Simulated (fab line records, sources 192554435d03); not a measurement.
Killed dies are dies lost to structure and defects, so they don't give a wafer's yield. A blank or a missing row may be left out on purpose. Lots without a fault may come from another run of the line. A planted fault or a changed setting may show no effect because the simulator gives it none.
fab line records | flow n5_finfet
record lots=7 wafers=39
route steps=1938 shown BEOL_M7@1308 BEOL_M10@1488
start_h: hours from the record's first day to the start of the lot's first wafer shown | wait_h: hours since the lot's step before | " the same as in the row above | L1.1+2: a row that stands for several wafers | - no value, or no start given | * or withheld: withheld | < > ~ a bound
route shown NAME@n: a module of which the file shows steps, and the number in the route of the first | usual: mean/standard deviation of fault-free wafers | same: alike in all rows | chamber/n: place in a boat | sites: the reading at each site | _std_site: their standard deviation | _edge_site: outer sites' mean less inner sites' | radius_mm: how far each site lies from the wafer's centre | mask NAME#n: copy n | behind: the tool/chamber that last shaped the wafer | hold: why the lot was held/for how many hours/how that ended | device: the transistor (n, p or np) that didn't switch | end of line: the same wafers' tests at the end of the route | a step without rows: its recipe alone | killed: dies lost to structure and defects at the first sort, not the wafer's yield | map: a wafer's dies, x killed, . not, _ none there
set.NAME: the setting as run; set.NAME@STEP: as run at that earlier step | model.NAME: the simulator's own value behind a step, which no gauge read
lots whose settings were changed on purpose; a table a step, a row a wafer
## steps
# step N5_BEOL_M7_TRENCH_ETCH_37
# recipe chemistry=C4F6/O2 target_depth_a=934.78 target=SiCOH_lowk time_s=31.2 ion_energy_ev=250 pressure_mtorr=30 source_w=345 bias_w=185 Ar_flow_sccm=300 C4F6_flow_sccm=10 O2_flow_sccm=10
# columns lot.wafer tool chamber start_h wait_h set.time_s model.BEOL_M7.feature_depth_nm model.etch.depth_nm model.TiN_of_BEOL_M7_HM_DEP_02.thk_nm
L074.1 rie_diel-01 0 - - 13.8 40.6 40.68 19
L074.2 " 3 " " 31.2 92.6 92.59 17.8
L074.3 " 1 " " 13.8 41 41.07 19
L074.4 " 2 " " 31.2 92.2 92.24 17.4
L074.5 " 2 " " 31.2 91.4 91.48 17.8
L074.6 " 3 " " 13.8 40.8 40.75 19
L078.1 rie_diel-05 0 - - 31.2 94.4 94.48 17.4
L078.2 " 3 " " 31.2 93.2 93.1 17.6
L078.3 " 2 " " 31.2 92.2 92.2 17.6
L078.4 " 1 " " 31.2 91.4 91.36 17.4
L078.5 " 0 " " 31.2 93.4 93.36 17.4
L078.6 " 3 " " 31.2 93.4 93.3 17
L081.1 rie_diel-06 2 - - 19.92 60.6 60.56 18.2
L081.2 " 0 " " 19.92 59.8 59.83 18.2
L081.3 " 1 " " 19.92 57.8 57.83 18
L081.4 " 3 " " 31.2 93.8 93.87 17.6
L081.5 " 3 " " 31.2 93.2 93.13 17.4
L081.6 " 2 " " 31.2 95.8 95.86 17.6
L083.1 rie_diel-06 2 - - 31.2 94.6 94.58 17
L083.2 " 1 " " 47.44 138 138.1 16
L083.3 " 3 " " 31.2 93.8 93.77 17.2
L083.4 " 0 " " 31.2 93.6 93.63 17.2
L083.5 " 0 " " 47.44 142.8 142.9 15.6
L083.6 " 1 " " 47.44 137.8 137.7 15.8
L088.1 rie_diel-06 1 - - 31.2 89.2 89.25 17.4
L088.4 " 0 " " 31.2 92.4 92.32 17.2
L088.5 " 0 " " 31.2 91.8 91.84 17
L087.1 rie_diel-05 0 - - 18.79 56.8 56.88 18.2
L087.2 " 1 " " 18.79 54.6 54.62 19
L087.3 " 2 " " 31.2 91.8 91.81 17.4
L087.4 " 3 " " 18.79 56.6 56.57 18.4
L087.5 " 2 " " 31.2 91.4 91.3 17.8
L087.6 " 1 " " 31.2 90.8 90.87 17.4
L093.1 rie_diel-06 0 - - 21.69 64.4 64.46 18.2
L093.2 " 2 " " 21.69 66.4 66.49 17.8
L093.3 " 3 " " 31.2 94.4 94.34 17.4
L093.4 " 1 " " 31.2 91.4 91.38 17.6
L093.5 " 3 " " 21.69 64.8 64.79 18
L093.6 " 0 " " 31.2 93 92.99 17.6
# step N5_BEOL_M7_ETCH_41
# recipe chemistry=CH3F/O2 target=SiCN target_depth_a=319 taper_deg=2 time_s=57.8 ion_energy_ev=120 mask_material=TiN pressure_mtorr=30 source_w=395 bias_w=75 Ar_flow_sccm=150 CH3F_flow_sccm=30 O2_flow_sccm=20
# step N5_BEOL_M7_STRIP_80
# recipe chemistry=N2/H2 time_s=10 power_w=450 temp_c=40 pressure_mtorr=20 rf_frequency_hz=6e+07 bias_power_w=7 n2_flow_sccm=200 h2_flow_sccm=200
# step N5_BEOL_M7_OCD_MEAS_38
# usual trench_depth_nm=92.9/1.5
# columns lot.wafer tool chamber start_h wait_h set.time_s@BEOL_M7_TRENCH_ETCH_37 trench_depth_nm
L074.1 ocd-02 - 191.28 - 13.8 40.6
L074.2 " - " " 31.2 92.2
L074.3 " - " " 13.8 40.9
L074.4 " - " " 31.2 91.7
L074.5 " - " " 31.2 91.1
L074.6 " - " " 13.8 40.7
L078.1 ocd-01 - 209.75 - 31.2 94.5
L078.2 " - " " 31.2 93.2
L078.3 " - " " 31.2 92.0
L078.4 " - " " 31.2 91.0
L078.5 " - " " 31.2 93.5
L078.6 " - " " 31.2 93.4
L081.1 ocd-01 - 224.93 - 19.92 61.0
L081.2 " - " " 19.92 60.0
L081.3 " - " " 19.92 58.0
L081.4 " - " " 31.2 93.9
L081.5 " - " " 31.2 92.8
L081.6 " - " " 31.2 95.3
L083.1 ocd-02 - 227.29 - 31.2 94.9
L083.2 " - " " 47.44 138.2
L083.3 " - " " 31.2 94.3
L083.4 " - " " 31.2 93.3
L083.5 " - " " 47.44 142.6
L083.6 " - " " 47.44 138.1
L088.1 ocd-01 - 311.67 - 31.2 89.1
L088.4 " - " " 31.2 92.2
L088.5 " - " " 31.2 92.3
L087.1 ocd-02 - 347.69 - 18.79 56.9
L087.2 " - " " 18.79 54.8
L087.3 " - " " 31.2 91.3
L087.4 " - " " 18.79 57.2
L087.5 " - " " 31.2 91.4
L087.6 " - " " 31.2 91.3
L093.1 ocd-01 - 348.13 - 21.69 64.5
L093.2 " - " " 21.69 66.6
L093.3 " - " " 31.2 93.7
L093.4 " - " " 31.2 91.7
L093.5 " - " " 21.69 64.4
L093.6 " - " " 31.2 93.0
# step N5_BEOL_M7_HM_STRIP_39
# recipe chemistry=peroxide_tin_strip material=TiN target_depth_a=250 temp_c=50 time_s=158
# step N5_BEOL_M7_SRD_40
# recipe time_s=30 temp_c=23 rinse_liquid=diw dry=ipa_marangoni
# step N5_BEOL_M7_ECD_50
# recipe material=Cu target_thk_a=3000
# step N5_BEOL_M7_ANNEAL_51
# recipe temp_c=225 time_s=90 ambient=N2
# step N5_BEOL_M7_CMP_52
# recipe stop_on=SiCOH_lowk t_overpolish_s=6.9 down_force_psi=1 platen_rpm=50 clearing_platen_down_force_psi=1.5 clearing_platen_rpm=50 post_cmp_clean=cu_alkaline target_thk_nm=80 clearing_platen_pad_velocity_m_s=0.99484 pad_velocity_m_s=0.99484
# columns lot.wafer tool chamber start_h wait_h set.time_s@BEOL_M7_TRENCH_ETCH_37 model.Cu_of_BEOL_M7_ECD_50.thk_nm
L074.4 cmp-02 1 193.51 0.2 31.2 79.4
L074.2 " 2 " " 31.2 79.8
L074.3 " 3 " " 13.8 27
L074.1 " 0 " " 13.8 27.2
L074.6 " 1 " " 13.8 27.4
L074.5 " 2 " " 31.2 78
L078.4 cmp-03 1 212.45 0.3 31.2 76.6
L078.1+5 " 2,1 " " 31.2 79.8
L078.2 " 3 " " 31.2 80.4
L078.3 " 0 " " 31.2 80.2
L078.6 " 2 " " 31.2 78.6
L081.4 cmp-02 2 226.52 0.1 31.2 81.4
L081.1 " 3 " " 19.92 46
L081.3 " 0 " " 19.92 42.6
L081.2 " 1 " " 19.92 47.4
L081.6 " 2 " " 31.2 81.8
L081.5 " 3 " " 31.2 79
L083.4 cmp-01 3 228.88 0.1 31.2 77.8
L083.1 " 0 " " 31.2 81
L083.3 " 1 " " 31.2 78.4
L083.2 " 2 " " 47.44 123.4
L083.5 " 3 " " 47.44 127.8
L083.6 " 0 " " 47.44 123.6
L088.4 cmp-01 3 313.75 0.2 31.2 79.8
L088.1 " 0 " " 31.2 78.8
L088.5 " 2 " " 31.2 79.6
L087.4 cmp-01 2 350.29 0.1 18.79 41.2
L087.1 " 3 " " 18.79 43
L087.2 " 0 " " 18.79 41.4
L087.3 " 1 " " 31.2 77.8
L087.6 " 2 " " 31.2 76.8
L087.5 " 3 " " 31.2 77
L093.2 cmp-02 2 352.12 0.2 21.69 52.8
L093.4 " 3 " " 31.2 77.8
L093.3 " 0 " " 31.2 79.2
L093.1 " 1 " " 21.69 50.2
L093.5 " 2 " " 21.69 51.8
L093.6 " 3 " " 31.2 77.4
# step N5_BEOL_M10_ETCH_62
# recipe chemistry=N2/H2 target=SOC target_depth_a=1100 overetch_a=220 mask_material=SiARC temp_c=40 time_s=165 ion_energy_ev=200 pressure_mtorr=30 source_w=840 bias_w=150 n2_flow_sccm=200 h2_flow_sccm=200
# columns lot.wafer tool chamber start_h wait_h set.time_s model.etch.depth_nm model.SiARC_of_BEOL_M10_COAT_60.thk_nm
L074.1 rie_diel-03 3 209.30 0.0 165 100.1 23.4
L074.2 " 2 " " 116.9 88.89 25.6
L074.3 " 0 " " 165 100 23.6
L074.4 " 1 " " 165 100.1 23.8
L074.5 " 2 " " 116.9 89.58 25.4
L074.6 " 1 " " 116.9 91.1 25.6
L078.1 rie_diel-02 0 225.07 0.0 127.1 99.91 25
L078.2 " 1 " " 165 99.95 23.6
L078.3 " 3 " " 127.1 99.88 25.2
L078.4 " 3 " " 165 100.1 23.6
L078.5 " 0 " " 165 99.91 23.4
L078.6 " 1 " " 127.1 99.92 24.8
L081.1 rie_diel-02 1 240.55 0.0 67.47 54.29 27.4
L081.2 " 3 " " 67.47 53.7 27.6
L081.3 " 2 " " 165 100.4 23
L081.4 " 0 " " 67.47 52.87 27.4
L081.5 " 2 " " 165 100.7 23
L081.6 " 1 " " 165 100.3 23.6
L083.1 rie_diel-02 0 241.96 0.0 165 100.2 23.4
L083.2 " 3 " " 165 99.99 23.6
L083.3 " 1 " " 165 100.4 23.4
L083.4 " 2 " " 165 99.97 23
L083.5 " 1 " " 165 100.3 23.4
L083.6 " 2 " " 165 100.3 22.8
L088.1 rie_diel-04 3 329.39 0.0 165 99.99 23.2
L088.4 " 2 " " 165 100.1 23.4
L088.5 " 3 " " 165 100.4 23.4
L093.1 rie_diel-04 2 374.59 0.0 252.7 99.97 20
L093.2 " 0 " " 165 99.86 23.6
L093.3 " 1 " " 165 99.55 23.6
L093.4 " 3 " " 165 99.84 23.4
L093.5 " 3 " " 252.7 99.77 19.8
L093.6 " 2 " " 252.7 99.66 20
L087.1 rie_diel-03 1 374.83 0.0 165 99.67 23.8
L087.2 " 0 " " 165 99.97 23.4
L087.3 " 3 " " 211.2 100.2 21.4
L087.4 " 2 " " 211.2 99.89 21.8
L087.5 " 0 " " 211.2 100.2 21.6
L087.6 " 1 " " 165 100.2 23.6
# step N5_BEOL_M10_STRIP_68
# recipe chemistry=N2/H2 temp_c=40 n2_flow_sccm=200 h2_flow_sccm=200 rf_frequency_hz=6e+07
# step N5_BEOL_M10_STRIP_67
# recipe chemistry=CF4 resist=SiARC power_w=300 bias_power_w=75 pressure_mtorr=50 cf4_flow_sccm=150 rf_frequency_hz=6e+07
# step N5_BEOL_M10_ETCH_41
# recipe chemistry=CH3F/O2 target=SiCN target_depth_a=426 taper_deg=2 time_s=86 ion_energy_ev=120 mask_material=TiN pressure_mtorr=30 source_w=395 bias_w=75 Ar_flow_sccm=150 CH3F_flow_sccm=30 O2_flow_sccm=20
# step N5_BEOL_M10_STRIP_77
# recipe chemistry=N2/H2 time_s=10 power_w=450 temp_c=40 pressure_mtorr=20 rf_frequency_hz=6e+07 bias_power_w=7 n2_flow_sccm=200 h2_flow_sccm=200
# step N5_BEOL_M10_OCD_MEAS_38
# usual trench_depth_nm=149/3.5
# columns lot.wafer tool chamber start_h wait_h set.time_s@BEOL_M10_ETCH_62 trench_depth_nm
L074.1 ocd-02 - 210.77 - 165 149
L074.2 " - " " 116.9 -
L074.3 " - " " 165 148
L074.4 " - " " 165 148
L074.5 " - " " 116.9 0
L074.6 " - " " 116.9 0
L078.1 ocd-01 - 227.26 - 127.1 101
L078.2 " - " " 165 145
L078.3 " - " " 127.1 127
L078.4 " - " " 165 145
L078.5 " - " " 165 145
L078.6 " - " " 127.1 134
L081.1 ocd-02 - 242.33 - 67.47 -
L081.2 " - " " 67.47 -
L081.3 " - " " 165 150
L081.4 " - " " 67.47 -
L081.5 " - " " 165 150
L081.6 " - " " 165 150
L083.1 ocd-02 - 244.01 - 165 142
L083.2 " - " " 165 150
L083.3 " - " " 165 144
L083.4 " - " " 165 145
L083.5 " - " " 165 147
L083.6 " - " " 165 141
L088.1 ocd-02 - 330.79 - 165 152
L088.4 " - " " 165 149
L088.5 " - " " 165 153
L093.1 ocd-01 - 377.80 - 252.7 146
L093.2 " - " " 165 145
L093.3 " - " " 165 150
L093.4 " - " " 165 152
L093.5 " - " " 252.7 145
L093.6 " - " " 252.7 145
L087.1 ocd-01 - 378.07 - 165 147
L087.2 " - " " 165 147
L087.3 " - " " 211.2 155
L087.4 " - " " 211.2 149
L087.5 " - " " 211.2 154
L087.6 " - " " 165 147
## key
split step=N5_BEOL_M7_TRENCH_ETCH_37 setting=time_s stated=31.2 by=wafer
response step=N5_BEOL_M7_TRENCH_ETCH_37 reading=model.BEOL_M7.feature_depth_nm change=+0.907 per=1% r=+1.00
response step=N5_BEOL_M7_TRENCH_ETCH_37 reading=model.etch.depth_nm change=+0.907 per=1% r=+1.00
response step=N5_BEOL_M7_TRENCH_ETCH_37 reading=model.TiN_of_BEOL_M7_HM_DEP_02.thk_nm change=-0.0228 per=1% r=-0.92
response step=N5_BEOL_M7_OCD_MEAS_38 reading=trench_depth_nm change=+0.901 per=1% r=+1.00
response step=N5_BEOL_M7_CMP_52 reading=model.Cu_of_BEOL_M7_ECD_50.thk_nm change=+0.91 per=1% r=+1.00
split step=N5_BEOL_M10_ETCH_62 setting=time_s stated=165 by=wafer
response step=N5_BEOL_M10_ETCH_62 reading=model.etch.depth_nm shape=bent at_lowest=53.62 at_stated=100.1 at_highest=99.8
response step=N5_BEOL_M10_ETCH_62 reading=model.SiARC_of_BEOL_M10_COAT_60.thk_nm change=-0.0695 per=1% r=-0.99
response step=N5_BEOL_M10_OCD_MEAS_38 reading=trench_depth_nm shape=bent at_lowest=0 at_stated=148 at_highest=145
